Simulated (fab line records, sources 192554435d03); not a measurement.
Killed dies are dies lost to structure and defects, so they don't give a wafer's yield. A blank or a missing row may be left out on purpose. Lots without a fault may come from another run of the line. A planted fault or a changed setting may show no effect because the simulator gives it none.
fab line records | flow n5_finfet
record lots=24 wafers=72 last_day=18
route steps=1938 shown BEOL_M11@1550 BEOL_M12@1612
lots that met no fault: from a run of the same line without faults
start_h: hours from the record's first day to the start of the lot's first wafer shown | wait_h: hours since the lot's step before | " the same as in the row above | L1.1+2: a row that stands for several wafers | - no value, or no start given | * or withheld: withheld | < > ~ a bound
route shown NAME@n: a module of which the file shows steps, and the number in the route of the first | usual: mean/standard deviation of fault-free wafers | same: alike in all rows | chamber/n: place in a boat | sites: the reading at each site | _std_site: their standard deviation | _edge_site: outer sites' mean less inner sites' | radius_mm: how far each site lies from the wafer's centre | mask NAME#n: copy n | behind: the tool/chamber that last shaped the wafer | hold: why the lot was held/for how many hours/how that ended | device: the transistor (n, p or np) that didn't switch | end of line: the same wafers' tests at the end of the route | a step without rows: its recipe alone | killed: dies lost to structure and defects at the first sort, not the wafer's yield | map: a wafer's dies, x killed, . not, _ none there
set.NAME: the setting as run; set.NAME@STEP: as run at that earlier step | model.NAME: the simulator's own value behind a step, which no gauge read
steps of the route over a sample of lots; a table a step, a row a wafer
services: from which hour (start_h, from the record's first day; less than 0 if before it) a tool's chamber was out of use, for how many hours, and why
## steps
# step N5_BEOL_M11_OVL_MEAS_12
# recipe points_per_wafer=44
# usual M11_OVL=-0.3/0.79
# columns lot.wafer tool chamber start_h wait_h M11_OVL[nm]
L075.1 overlay-01 0 236.06 0.0 -1.7
L075.3 " 0 " " -0.8
L075.5 " 0 " " -1.1
L074.2 overlay-01 0 237.22 0.0 0.0
L074.3 " 0 " " -0.7
L074.6 " 0 " " -0.1
L076.2 overlay-02 0 245.39 0.0 1.0
L076.3 " 0 " " 0.1
L076.5 " 0 " " -0.3
L077.3 overlay-01 0 253.89 0.0 -1.1
L077.5 " 0 " " -1.0
L077.6 " 0 " " -1.2
L078.2 overlay-02 0 263.10 0.0 1.3
L078.4 " 0 " " 0.7
L078.6 " 0 " " 0.0
L080.1 overlay-02 0 270.21 0.0 -0.9
L080.3 " 0 " " -0.8
L080.5 " 0 " " 0.2
L081.1 overlay-01 0 278.66 0.0 -0.4
L081.3 " 0 " " -1.3
L081.6 " 0 " " -1.4
L079.2 overlay-02 0 278.85 0.0 -0.8
L079.3 " 0 " " 0.1
L079.6 " 0 " " 0.2
L083.3 overlay-02 0 284.18 0.0 -0.6
L083.4 " 0 " " -0.9
L083.5 " 0 " " -1.4
L082.2 overlay-01 0 290.63 0.0 0.3
L082.3 " 0 " " 0.5
L082.5 " 0 " " 0.1
L084.1 overlay-01 0 302.74 0.0 -0.5
L084.2 " 0 " " 0.1
L084.4 " 0 " " 0.5
L085.2 overlay-01 0 307.38 0.0 -1.4
L085.3 " 0 " " -1.9
L085.5 " 0 " " 0.0
L086.1 overlay-01 0 308.39 0.0 -0.6
L086.4 " 0 " " -1.0
L086.6 " 0 " " -0.5
L089.4 overlay-01 0 318.13 0.0 0.0
L089.5 " 0 " " 0.4
L089.6 " 0 " " -0.3
L088.2 overlay-01 0 320.85 0.0 -0.7
L088.5 " 0 " " -1.1
L088.6 " 0 " " -1.2
L087.1 overlay-02 0 320.89 0.0 2.2
L087.4 " 0 " " -1.0
L087.5 " 0 " " 0.3
L090.1 overlay-01 0 326.04 0.0 -0.4
L090.2 " 0 " " -0.5
L090.6 " 0 " " -0.7
L091.1 overlay-01 0 326.44 0.0 -0.5
L091.3 " 0 " " -0.1
L091.5 " 0 " " -0.8
L094.1 overlay-01 0 343.17 0.0 -1.4
L094.5 " 0 " " -1.5
L094.6 " 0 " " -0.9
L092.1 overlay-01 0 343.64 0.0 0.2
L092.2 " 0 " " -1.0
L092.6 " 0 " " 0.4
L093.1 overlay-02 0 346.73 0.0 0.9
L093.4 " 0 " " 1.4
L093.5 " 0 " " 1.8
L095.1 overlay-01 0 366.40 0.0 -1.1
L095.2 " 0 " " -0.9
L095.4 " 0 " " -0.7
L096.2 overlay-02 0 366.62 0.0 -0.6
L096.3 " 0 " " -0.4
L096.5 " 0 " " -0.4
L097.1 overlay-02 0 379.70 0.0 -1.6
L097.3 " 0 " " -0.9
L097.5 " 0 " " -0.8
# step N5_BEOL_M11_INSPECT_13
# recipe mode=adi inspect_instrument=brightfield
# usual raw_defect_count=434/96
# columns lot.wafer tool chamber start_h wait_h raw_defect_count
L075.1 defect_inspect-02 - 236.08 0.0 477
L075.3 " - " " 503
L075.5 " - " " 469
L074.2 defect_inspect-02 - 237.24 0.0 344
L074.3 " - " " 279
L074.6 " - " " 349
L076.2 defect_inspect-01 - 245.41 0.0 448
L076.3 " - " " 456
L076.5 " - " " 510
L077.3 defect_inspect-02 - 253.91 0.0 270
L077.5 " - " " 356
L077.6 " - " " 339
L078.2 defect_inspect-02 - 263.12 0.0 445
L078.4 " - " " 378
L078.6 " - " " 457
L080.1 defect_inspect-01 - 270.23 0.0 280
L080.3 " - " " 410
L080.5 " - " " 431
L081.1 defect_inspect-01 - 278.69 0.0 308
L081.3 " - " " 334
L081.6 " - " " 481
L079.2 defect_inspect-01 - 278.88 0.0 349
L079.3 " - " " 312
L079.6 " - " " 286
L083.3 defect_inspect-01 - 284.21 0.0 408
L083.4 " - " " 375
L083.5 " - " " 379
L082.2 defect_inspect-02 - 290.66 0.0 323
L082.3 " - " " 483
L082.5 " - " " 356
L084.1 defect_inspect-02 - 302.77 0.0 468
L084.2 " - " " 436
L084.4 " - " " 452
L085.2 defect_inspect-01 - 307.40 0.0 562
L085.3 " - " " 673
L085.5 " - " " 434
L086.1 defect_inspect-01 - 308.42 0.0 532
L086.4 " - " " 429
L086.6 " - " " 500
L089.4 defect_inspect-02 - 318.16 0.0 360
L089.5 " - " " 379
L089.6 " - " " 306
L088.2 defect_inspect-01 - 320.88 0.0 482
L088.5 " - " " 641
L088.6 " - " " 500
L087.1 defect_inspect-02 - 320.92 0.0 563
L087.4 " - " " 461
L087.5 " - " " 439
L090.1 defect_inspect-02 - 326.07 0.0 446
L090.2 " - " " 437
L090.6 " - " " 376
L091.1 defect_inspect-01 - 326.47 0.0 330
L091.3 " - " " 361
L091.5 " - " " 353
L094.1 defect_inspect-01 - 343.20 0.0 312
L094.5 " - " " 355
L094.6 " - " " 493
L092.1 defect_inspect-02 - 343.66 0.0 522
L092.2 " - " " 304
L092.6 " - " " 513
L093.1 defect_inspect-01 - 346.75 0.0 377
L093.4 " - " " 413
L093.5 " - " " 436
L095.1 defect_inspect-01 - 366.42 0.0 542
L095.2 " - " " 844
L095.4 " - " " 406
L096.2 defect_inspect-02 - 366.64 0.0 427
L096.3 " - " " 453
L096.5 " - " " 438
L097.1 defect_inspect-02 - 379.72 0.0 553
L097.3 " - " " 464
L097.5 " - " " 587
# step N5_BEOL_M11_ETCH_61
# recipe chemistry=CF4 target=SiARC target_depth_a=390 mask_material=CAR-ArF time_s=65 ion_energy_ev=80 pressure_mtorr=40 source_w=545 bias_w=36 Ar_flow_sccm=100 cf4_flow_sccm=100 ends=cleared
# usual drypump_motor_current_A=5.7/0.48 etch_rf_on_time_s=65.2/1.8 mfc_ar_sccm=100.00/0.28 oes_product_au=0.67/0.084 rf_vpp_V=184.3/1.3 showerhead_plenum_p_Torr=2.15/0.086 throttle_valve_pct=15.66/0.24
# columns lot.wafer tool chamber start_h wait_h drypump_motor_current_A etch_rf_on_time_s mfc_ar_sccm oes_product_au rf_hours_counter_h rf_vpp_V showerhead_plenum_p_Torr throttle_valve_pct
L075.1 rie_diel-06 2 236.15 0.0 4.8 63.5 100.02 0.77 29 185.8 2.27 15.47
L075.3 " 1 " " 5.5 65.7 100.21 0.65 144 182.1 1.98 15.51
L075.5 " 2 " " 4.8 63.4 99.59 0.77 - 185.8 2.27 15.47
L074.2 rie_diel-01 1 237.31 0.0 6.4 65.5 99.86 0.64 177 184.3 2.13 15.82
L074.3 " 0 " " 6.2 67.2 99.62 0.59 208 183.8 2.05 16.03
L074.6 " 1 " " 6.4 65.2 99.96 0.64 - 184.5 2.13 15.82
L076.2 rie_diel-06 1 245.48 0.0 5.5 65.1 100.41 0.65 147 182.4 1.98 15.52
L076.3 " 0 " " 5.6 67.1 99.97 0.60 211 184.4 2.20 15.86
L076.5 " 2 " " 4.8 63.5 100.08 0.76 - 184.1 2.27 15.47
L077.3 rie_diel-04 0 253.98 0.0 5.4 65.6 99.97 0.63 195 184.8 2.21 15.73
L077.5 " 1 " " 5.5 64.3 100.07 0.59 - 184.9 2.19 16.06
L077.6 " 0 " " 5.4 65.7 100.03 0.63 - 185.8 2.21 15.71
L078.2 rie_diel-04 0 263.32 0.0 5.3 65.5 100.02 0.63 198 184.8 2.21 15.73
L078.4 " 0 " " 5.3 65.7 99.61 0.63 - 185.5 2.21 15.72
L078.6 " 0 " " 5.3 65.2 99.97 0.63 - 185.6 2.21 15.73
L080.1 rie_diel-01 1 270.34 0.0 6.4 65.3 100.10 0.62 190 184.4 2.13 15.85
L080.3 " 0 " " 6.2 66.5 100.05 0.58 - 181.8 2.04 16.03
L080.5 " 1 " " 6.4 65.0 100.13 0.63 - 185.1 2.13 15.86
L081.1 rie_diel-06 3 279.24 0.0 6.1 62.5 100.03 0.82 7 184.7 2.10 15.30
L081.3 " 0 " " 5.6 66.5 100.14 0.60 222 184.8 2.19 15.87
L081.6 " 2 " " 4.8 63.2 99.67 0.76 - 186.5 2.27 15.50
L079.2 rie_diel-06 1 279.49 0.0 5.5 64.3 99.91 0.65 157 183.2 1.98 15.54
L079.3 " 2 " " 4.8 63.4 100.28 0.75 42 186.9 2.27 15.50
L079.6 " 0 " " 5.6 66.8 99.83 0.60 - 184.1 2.19 15.89
L083.3 rie_diel-06 3 284.49 0.0 6.1 62.4 100.11 0.81 9 182.9 2.10 15.30
L083.4 " 1 " " 5.6 64.2 100.32 0.64 158 182.1 1.98 15.54
L083.5 " 3 " " 6.1 62.7 99.86 0.80 - 183.8 2.10 15.32
L082.2 rie_diel-01 2 290.76 0.0 5.1 66.8 99.94 0.64 170 185.6 2.24 15.81
L082.3 " 1 " " 6.4 65.1 99.95 0.63 198 183.6 2.12 15.86
L082.5 " 3 " " 5.9 63.8 99.97 0.86 - 184.4 2.12 15.19
L084.1 rie_diel-01 0 303.04 0.0 6.2 67.3 100.03 0.57 233 183.8 2.04 16.05
L084.2 " 3 " " 5.9 64.7 100.27 0.82 6 184.9 2.12 15.19
L084.4 " 1 " " 6.4 65.8 99.83 0.62 202 184.0 2.12 15.86
L085.2 rie_diel-04 3 307.52 0.0 6.0 65.9 100.22 0.77 13 184.6 2.20 15.29
L085.3 " 2 " " 5.9 67.2 99.92 0.68 95 184.9 2.16 15.53
L085.5 " 0 " " 5.3 66.6 100.23 0.61 - 185.2 2.20 15.77
L086.1 rie_diel-06 1 308.49 0.0 5.5 64.9 99.96 0.63 166 182.5 1.98 15.55
L086.4 " 3 " " 6.1 63.6 99.75 0.78 17 182.9 2.09 15.33
L086.6 " 2 " " 4.8 63.6 99.46 0.74 - 186.5 2.26 15.50
L089.4 rie_diel-01 3 318.22 0.0 6.0 64.1 99.84 0.81 11 184.3 2.11 15.20
L089.5 " 1 " " 6.4 65.5 100.18 0.62 - 184.0 2.12 15.89
L089.6 " 0 " " 6.2 67.2 99.99 0.57 - 181.6 2.04 16.06
L088.2 rie_diel-06 2 321.02 0.0 4.8 63.3 100.26 0.73 57 186.1 2.26 15.52
L088.5 " 2 " " 4.8 62.9 100.67 0.73 - 185.7 2.26 15.50
L088.6 " 1 " " 5.5 64.4 99.78 0.63 - 181.7 1.98 15.56
L087.1 rie_diel-06 0 321.27 0.0 5.6 66.3 100.19 0.59 235 184.3 2.19 15.89
L087.4 " 1 " " 5.5 64.1 99.60 0.64 170 182.2 1.98 15.56
L087.5 " 2 " " 4.8 62.7 99.43 0.73 - 186.2 2.26 15.51
L090.1 rie_diel-06 1 326.14 0.0 5.5 65.2 99.98 0.63 172 181.3 1.97 15.59
L090.2 " 3 " " 6.2 63.5 99.74 0.77 23 184.5 2.09 15.33
L090.6 " 2 " " 4.8 63.4 99.90 0.73 - 186.2 2.26 15.51
L091.1 rie_diel-04 2 326.63 0.0 5.9 66.3 100.10 0.68 100 184.4 2.16 15.55
L091.3 " 0 " " 5.3 66.5 100.11 0.60 223 184.6 2.20 15.77
L091.5 " 1 " " 5.4 61.7 100.35 0.85 - 184.4 2.18 15.63
L094.1 rie_diel-04 1 343.26 0.0 5.5 62.7 100.15 0.82 14 186.0 2.18 15.64
L094.5 " 2 " " 5.9 66.9 99.50 0.67 - 184.5 2.16 15.56
L094.6 " 1 " " 5.5 62.1 99.90 0.83 - 185.2 2.18 15.63
L092.1 rie_diel-01 2 343.73 0.0 5.1 68.0 99.83 0.62 185 184.2 2.23 15.86
L092.2 " 1 " " 6.4 66.0 99.94 0.61 216 183.7 2.12 15.90
L092.6 " 0 " " 6.2 68.1 100.00 0.57 - 182.1 2.03 16.10
L093.1 rie_diel-04 0 346.85 0.0 5.3 66.4 100.49 0.60 230 184.5 2.20 15.78
L093.4 " 3 " " 6.0 65.3 100.05 0.75 25 185.1 2.19 15.31
L093.5 " 0 " " 5.4 66.1 100.18 0.61 - 184.3 2.20 15.78
L095.1 rie_diel-04 1 366.49 0.0 5.5 61.1 100.52 0.82 19 184.3 2.18 15.64
L095.2 " 3 " " 6.0 65.7 99.51 0.74 33 184.9 2.19 15.32
L095.4 " 2 " " 5.9 67.0 100.11 0.66 114 182.8 2.16 15.57
L096.2 rie_diel-06 0 366.71 0.0 5.6 67.2 100.01 0.58 249 185.5 2.18 15.93
L096.3 " 2 " " 4.8 63.9 99.88 0.71 70 186.4 2.26 15.55
L096.5 " 0 " " 5.6 66.8 100.36 0.58 - 184.9 2.18 15.93
L097.1 rie_diel-01 2 380.11 0.0 5.1 68.0 100.13 0.61 198 185.6 2.23 15.88
L097.3 " 0 " " 6.2 66.0 100.31 0.82 2 186.8 2.29 15.59
L097.5 " 3 " " 5.9 64.0 100.05 0.78 - 182.7 2.11 15.26
# step N5_BEOL_M11_STRIP_19
# recipe chemistry=O2 power_w=400 temp_c=40 pressure_mtorr=30 rf_frequency_hz=6e+07 bias_power_w=0 overash_fraction=0.2 o2_flow_sccm=225
# usual drypump_motor_current_A=5.7/0.45 oes_product_au=0.80/0.096 rf_vpp_V=3.7/0.62 showerhead_plenum_p_Torr=2.11/0.082 throttle_valve_pct=16.69/0.26
# same overash_fraction=0.2
# columns lot.wafer tool chamber start_h wait_h drypump_motor_current_A oes_product_au rf_hours_counter_h rf_vpp_V showerhead_plenum_p_Torr throttle_valve_pct
L075.1 rie_diel-01 1 236.50 0.1 6.4 0.74 177 4.1 2.10 16.92
L075.3 " 3 " " 5.9 0.68 243 3.0 2.07 16.70
L075.5 " 1 " " 6.4 0.74 - 3.1 2.10 16.93
L074.2 rie_diel-04 2 237.67 0.1 5.9 0.83 73 4.2 2.14 16.62
L074.3 " 1 " " 5.4 0.69 240 4.2 2.15 17.11
L074.6 " 3 " " 6.0 0.68 - 4.0 2.14 16.74
L076.2 rie_diel-04 1 245.84 0.1 5.4 0.69 243 3.7 2.15 17.12
L076.3 " 3 " " 6.0 0.68 248 3.0 2.14 16.73
L076.5 " 3 " " 6.0 0.68 - 4.0 2.14 16.74
L077.3 rie_diel-04 2 254.33 0.1 5.9 0.82 78 3.5 2.14 16.63
L077.5 " 1 " " 5.5 0.69 - 3.6 2.14 17.13
L077.6 " 2 " " 5.9 0.82 - 3.8 2.14 16.64
L078.2 rie_diel-06 3 263.97 0.1 6.2 0.96 2 3.3 2.08 16.50
L078.4 " 0 " " 5.6 0.72 217 3.4 2.16 16.94
L078.6 " 0 " " 5.6 0.71 - 4.0 2.16 16.98
L080.1 rie_diel-06 2 270.80 0.1 4.8 0.87 40 3.5 2.21 16.45
L080.3 " 3 " " 6.2 0.95 4 3.9 2.08 16.53
L080.5 " 2 " " 4.8 0.86 - 3.0 2.21 16.47
L081.1 rie_diel-04 2 279.67 0.2 5.9 0.82 85 4.6 2.14 16.64
L081.3 " 0 " " 5.4 0.73 207 3.5 2.17 16.85
L081.6 " 2 " " 5.9 0.81 - 3.9 2.14 16.63
L079.2 rie_diel-06 3 279.84 0.1 6.2 0.94 7 4.6 2.08 16.50
L079.3 " 2 " " 4.8 0.86 43 4.1 2.21 16.45
L079.6 " 3 " " 6.2 0.93 - 4.7 2.07 16.52
L083.3 rie_diel-06 1 284.94 0.1 5.5 0.75 159 3.4 1.91 16.47
L083.4 " 3 " " 6.1 0.94 9 4.3 2.07 16.54
L083.5 " 3 " " 6.1 0.92 - 3.3 2.07 16.52
L082.2 rie_diel-04 2 291.11 0.1 5.9 0.82 89 3.9 2.13 16.64
L082.3 " 0 " " 5.3 0.73 211 4.6 2.17 16.87
L082.5 " 0 " " 5.3 0.73 - 3.2 2.17 16.88
L084.1 rie_diel-04 2 303.51 0.2 5.9 0.80 94 3.6 2.13 16.64
L084.2 " 0 " " 5.3 0.72 215 3.7 2.17 16.89
L084.4 " 3 " " 6.0 0.91 12 4.3 2.13 16.22
L085.2 rie_diel-06 0 307.95 0.1 5.6 0.71 230 4.1 2.16 16.97
L085.3 " 2 " " 4.8 0.84 53 4.4 2.21 16.49
L085.5 " 1 " " 5.5 0.75 - 3.9 1.90 16.49
L086.1 rie_diel-01 0 308.93 0.2 6.2 0.68 236 4.1 1.98 17.07
L086.4 " 2 " " 5.1 0.74 175 4.1 2.16 16.73
L086.6 " 0 " " 6.2 0.67 - 4.1 1.98 17.07
L089.4 rie_diel-01 1 318.57 0.1 6.4 0.71 207 4.5 2.09 16.98
L089.5 " 3 " " 5.9 0.95 - 3.6 2.06 16.25
L089.6 " 0 " " 6.3 0.68 - 3.5 1.98 17.08
L088.2 rie_diel-01 0 321.37 0.1 6.2 0.68 240 4.1 1.98 17.09
L088.5 " 1 " " 6.4 0.72 - 3.6 2.09 16.98
L088.6 " 0 " " 6.2 0.67 - 2.7 1.98 17.08
L087.1 rie_diel-04 1 321.62 0.1 5.5 0.99 7 4.8 2.14 16.73
L087.4 " 0 " " 5.3 0.73 222 4.3 2.17 16.92
L087.5 " 3 " " 6.0 0.90 - 4.1 2.13 16.26
L090.1 rie_diel-06 2 326.48 0.1 4.8 0.85 58 3.2 2.20 16.50
L090.2 " 3 " " 6.2 0.89 23 5.1 2.07 16.56
L090.6 " 1 " " 5.5 0.74 - 3.5 1.90 16.49
L091.1 rie_diel-06 0 326.99 0.1 5.6 0.70 237 3.9 2.15 17.00
L091.3 " 1 " " 5.6 0.74 172 3.1 1.90 16.50
L091.5 " 2 " " 4.8 0.84 - 3.0 2.20 16.50
L094.1 rie_diel-01 2 343.62 0.1 5.1 0.74 185 3.9 2.16 16.79
L094.5 " 2 " " 5.1 0.74 - 3.4 2.16 16.76
L094.6 " 0 " " 6.2 0.67 - 4.3 1.97 17.11
L092.1 rie_diel-06 0 344.08 0.1 5.6 0.70 242 3.7 2.15 16.98
L092.2 " 2 " " 4.8 0.84 64 3.4 2.20 16.51
L092.6 " 1 " " 5.6 0.74 - 4.0 1.90 16.51
L093.1 rie_diel-04 1 347.20 0.1 5.4 0.95 14 3.5 2.14 16.77
L093.4 " 2 " " 5.8 0.78 107 3.8 2.13 16.68
L093.5 " 2 " " 5.8 0.78 - 5.4 2.13 16.69
L095.1 rie_diel-01 2 366.91 0.2 5.1 0.74 193 2.2 2.16 16.76
L095.2 " 3 " " 5.9 0.93 27 4.6 2.06 16.27
L095.4 " 2 " " 5.1 0.73 - 3.1 2.16 16.79
L096.2 rie_diel-04 2 367.13 0.2 5.9 0.78 114 3.1 2.13 16.69
L096.3 " 1 " " 5.4 0.95 19 3.7 2.14 16.76
L096.5 " 0 " " 5.3 0.70 - 3.7 2.16 16.92
L097.1 rie_diel-04 1 380.46 0.1 5.4 0.93 23 4.1 2.13 16.78
L097.3 " 3 " " 6.0 0.86 38 3.4 2.12 16.28
L097.5 " 1 " " 5.5 0.94 - 4.1 2.13 16.76
# step N5_BEOL_M11_OCD_MEAS_38
# usual trench_depth_nm=148/3
# columns lot.wafer tool chamber start_h wait_h trench_depth_nm
L075.1 ocd-01 - 237.56 - 149
L075.3 " - " " 151
L075.5 " - " " 152
L074.2 ocd-01 - 238.73 - 146
L074.3 " - " " 150
L074.6 " - " " 145
L076.2 ocd-02 - 247.75 - 150
L076.3 " - " " 147
L076.5 " - " " 150
L077.3 ocd-01 - 258.90 - 153
L077.5 " - " " 150
L077.6 " - " " 152
L078.2 ocd-02 - 266.06 - 148
L078.4 " - " " 148
L078.6 " - " " 145
L080.1 ocd-02 - 273.57 - 148
L080.3 " - " " 152
L080.5 " - " " 147
L079.2 ocd-01 - 283.39 - 145
L079.3 " - " " 148
L079.6 " - " " 146
L081.1 ocd-01 - 283.85 - 146
L081.3 " - " " 146
L081.6 " - " " 146
L083.3 ocd-01 - 286.24 - 144
L083.4 " - " " 147
L083.5 " - " " 144
L082.2 ocd-02 - 293.00 - 150
L082.3 " - " " 150
L082.5 " - " " 145
L084.1 ocd-02 - 306.12 - 147
L084.2 " - " " 148
L084.4 " - " " 145
L085.2 ocd-01 - 310.30 - 150
L085.3 " - " " 151
L085.5 " - " " 150
L086.1 ocd-02 - 310.61 - 144
L086.4 " - " " 145
L086.6 " - " " 144
L089.4 ocd-01 - 320.62 - 146
L089.5 " - " " 155
L089.6 " - " " 144
L088.2 ocd-01 - 322.60 - 149
L088.5 " - " " 150
L088.6 " - " " 147
L087.1 ocd-01 - 327.02 - 151
L087.4 " - " " 147
L087.5 " - " " 150
L091.1 ocd-01 - 329.46 - 150
L091.3 " - " " 147
L091.5 " - " " 151
L090.1 ocd-02 - 330.21 - 152
L090.2 " - " " 144
L090.6 " - " " 144
L092.1 ocd-02 - 346.57 - 145
L092.2 " - " " 151
L092.6 " - " " 150
L094.1 ocd-02 - 346.74 - 148
L094.5 " - " " 144
L094.6 " - " " 148
L093.1 ocd-01 - 348.28 - 149
L093.4 " - " " 152
L093.5 " - " " 152
L095.1 ocd-02 - 367.86 - 156
L095.2 " - " " 148
L095.4 " - " " 145
L096.2 ocd-01 - 368.21 - 145
L096.3 " - " " 154
L096.5 " - " " 153
L097.1 ocd-01 - 382.68 - 149
L097.3 " - " " 151
L097.5 " - " " 148
# step N5_BEOL_M12_CD_MEAS_10
# recipe target_cd_nm=140 landing_energy_ev=500 detector=se_inlens polarity=opening
# usual cd_nm=139.2/2.4
# columns lot.wafer tool chamber start_h wait_h cd_nm
L075.1 cd_sem-01 0 243.81 - 145.3
L075.3 " 0 " " 139.9
L075.5 " 0 " " 143.7
L074.2 cd_sem-01 0 244.35 - 136.5
L074.3 " 0 " " 140.5
L074.6 " 0 " " 137.0
L076.2 cd_sem-01 0 251.29 - 137.9
L076.3 " 0 " " 141.3
L076.5 " 0 " " 137.4
L077.3 cd_sem-02 0 261.82 - 137.5
L077.5 " 0 " " 137.2
L077.6 " 0 " " 138.1
L078.2 cd_sem-02 0 270.41 - 135.8
L078.4 " 0 " " 136.0
L078.6 " 0 " " 135.8
L080.1 cd_sem-02 0 276.67 - 144.6
L080.3 " 0 " " 140.8
L080.5 " 0 " " 142.6
L079.2 cd_sem-02 0 286.71 - 140.1
L079.3 " 0 " " 142.8
L079.6 " 0 " " 142.0
L081.1 cd_sem-01 0 288.18 - 137.6
L081.3 " 0 " " 139.2
L081.6 " 0 " " 137.7
L083.3 cd_sem-01 0 289.22 - 139.3
L083.4 " 0 " " 141.7
L083.5 " 0 " " 140.5
L082.2 cd_sem-03 0 296.25 - 141.2
L082.3 " 0 " " 136.4
L082.5 " 0 " " 138.9
L084.1 cd_sem-03 0 309.49 - 141.8
L084.2 " 0 " " 139.1
L084.4 " 0 " " 137.8
L085.2 cd_sem-01 0 315.56 - 142.5
L085.3 " 0 " " 142.6
L085.5 " 0 " " 142.2
L086.1 cd_sem-01 0 315.60 - 134.2
L086.4 " 0 " " 136.8
L086.6 " 0 " " 137.2
L089.4 cd_sem-03 0 323.74 - 138.2
L089.5 " 0 " " 139.2
L089.6 " 0 " " 141.6
L088.2 cd_sem-02 0 327.10 - 140.3
L088.5 " 0 " " 142.6
L088.6 " 0 " " 140.6
L087.1 cd_sem-02 0 331.72 - 137.6
L087.4 " 0 " " 142.3
L087.5 " 0 " " 137.9
L091.1 cd_sem-03 0 333.27 - 142.9
L091.3 " 0 " " 143.3
L091.5 " 0 " " 137.2
L090.1 cd_sem-01 0 334.39 - 138.3
L090.2 " 0 " " 139.1
L090.6 " 0 " " 140.0
L092.1 cd_sem-01 0 349.80 - 136.2
L092.2 " 0 " " 136.7
L092.6 " 0 " " 138.4
L094.1 cd_sem-02 0 350.70 - 138.4
L094.5 " 0 " " 141.6
L094.6 " 0 " " 141.4
L093.1 cd_sem-02 0 351.61 - 139.4
L093.4 " 0 " " 135.9
L093.5 " 0 " " 140.8
L095.1 cd_sem-01 0 372.42 - 136.5
L095.2 " 0 " " 136.3
L095.4 " 0 " " 136.0
L096.2 cd_sem-03 0 372.46 - 143.3
L096.3 " 0 " " 140.3
L096.5 " 0 " " 140.4
L097.1 cd_sem-02 0 387.81 - 137.9
L097.3 " 0 " " 139.6
L097.5 " 0 " " 137.8
## services
# columns tool chamber start_h hours kind
rie_diel-06 3 242.81 - clean
rie_diel-06 3 242.81 - consumable_replace:focus_ring
rie_diel-06 3 242.81 17.0 scheduled_down
rie_diel-06 3 242.81 17.0 vent_cycle
rie_diel-01 2 244.51 16.5 repair
rie_diel-04 3 251.21 - clean
rie_diel-04 3 251.21 - consumable_replace:focus_ring
rie_diel-04 3 251.21 22.0 scheduled_down
rie_diel-04 3 251.21 22.0 vent_cycle
rie_diel-01 3 261.45 - clean
rie_diel-04 1 273.24 - clean
rie_diel-04 1 273.24 - consumable_replace:focus_ring
rie_diel-04 1 273.24 28.3 scheduled_down
rie_diel-04 1 273.24 28.3 vent_cycle
rie_diel-06 0 287.07 4.0 repair
rie_diel-01 1 288.75 1.8 repair
rie_diel-01 2 333.70 4.4 repair
rie_diel-01 3 341.29 5.2 repair
rie_diel-01 1 352.93 1.8 repair
rie_diel-04 1 357.76 5.1 repair
rie_diel-06 0 368.32 - clean
rie_diel-06 0 368.32 - consumable_replace:focus_ring
rie_diel-06 0 368.32 10.8 scheduled_down
rie_diel-06 0 368.32 10.8 vent_cycle
## key
fault none
